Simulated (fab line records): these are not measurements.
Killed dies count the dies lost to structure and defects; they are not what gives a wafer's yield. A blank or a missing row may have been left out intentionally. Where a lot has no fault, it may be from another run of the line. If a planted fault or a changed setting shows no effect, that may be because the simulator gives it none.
Matching of chambers	flow nand_harc	rie_diel-13 running NHARC_A_STAIRCASE_ETCHBACK_422: 4 sister chambers
The step etches the open film in CH3F/O2, target depth 40 nm, time 74.286 s. 4 wafers are shown with their chamber, then 7 later ones without.

## EACH WAFER AND ITS CHAMBER
wafer	chamber	showerhead_plenum_p_Torr (Torr)
L280.3	2	2.51
L280.4	1	2.36
L285.2	3	2.52
L285.3	0	2.62

## WAFERS WITHOUT THEIR CHAMBER
wafer	showerhead_plenum_p_Torr (Torr)
L285.5	2.52
L290.2	2.34
L290.5	2.49
L290.6	2.51
L292.1	2.61
L292.2	2.51
L292.5	2.51

## THE CHAMBER EACH PASSED THROUGH
wafer	from the rows above	in truth
L285.5	can't be placed: 3 or 2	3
L290.2	1	1
L290.5	can't be placed: 2 or 3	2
L290.6	can't be placed: 2 or 3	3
L292.1	0	0
L292.2	can't be placed: 2 or 3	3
L292.5	can't be placed: 2 or 3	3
2 of 7 placed correctly. Cannot be placed on the basis of these rows: 5; the candidates contain the true chamber in 5. 0 placed wrongly.
How it was worked out, from the rows above alone: a wafer's distance from a chamber is the root of the sum, over the readings, of the square of ((its reading less the chamber's mean) divided by the reading's scatter). The wafer belongs to the nearest chamber; if the next one is less than 2 further off, it can't be placed. For every chamber, the mean is computed from those of its wafers that are shown. The scatter: with one shown wafer a chamber, the root of the mean of the squares of how far each hidden wafer lies from its nearest shown one.
